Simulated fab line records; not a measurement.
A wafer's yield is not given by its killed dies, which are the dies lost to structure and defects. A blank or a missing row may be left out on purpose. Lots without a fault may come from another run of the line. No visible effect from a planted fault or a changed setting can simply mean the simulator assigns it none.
Chamber matching / flow n5 finfet / N5_BEOL_M1_PECVD_72 on pecvd-02 has 3 sister chambers
The step deposits SiO2 from TEOS/O2, target thk 16 nm, time 18 s. 3 wafers are shown with their chamber, then 8 later ones without.

== WAFERS PAIRED WITH THEIR CHAMBERS ==
wafer=L086.3; chamber=1; throttle valve pct (%)=23.4
wafer=L091.4; chamber=0; throttle valve pct (%)=22.2
wafer=L092.2; chamber=2; throttle valve pct (%)=20.6

== WAFERS WITHOUT THEIR CHAMBER ==
wafer=L092.3; throttle valve pct (%)=23.7
wafer=L092.6; throttle valve pct (%)=23.6
wafer=L096.3; throttle valve pct (%)=23.5
wafer=L096.4; throttle valve pct (%)=23.2
wafer=L096.5; throttle valve pct (%)=20.7
wafer=L095.3; throttle valve pct (%)=22.0
wafer=L095.5; throttle valve pct (%)=20.6
wafer=L095.6; throttle valve pct (%)=23.7

== CHAMBER TAKEN BY EACH ==
wafer=L092.3; from the rows above=1; in truth=1
wafer=L092.6; from the rows above=1; in truth=1
wafer=L096.3; from the rows above=1; in truth=1
wafer=L096.4; from the rows above=1; in truth=1
wafer=L096.5; from the rows above=2; in truth=2
wafer=L095.3; from the rows above=0; in truth=0
wafer=L095.5; from the rows above=2; in truth=2
wafer=L095.6; from the rows above=1; in truth=1
Correctly placed: 8 of 8. Left unplaced by these rows: 0. Wrongly placed: 0.
How it was worked out, from the rows above alone: a wafer's distance from a chamber is the root of the sum, over the readings, of the square of ((its reading less the chamber's mean) divided by the reading's scatter). If the next closest chamber is less than 2 further off than the closest, the wafer can't be placed; otherwise it belongs to the closest. For every chamber, the mean is computed from those of its wafers that are shown. The scatter: with one shown wafer a chamber, the root of the mean of the squares of how far each hidden wafer lies from its nearest shown one.
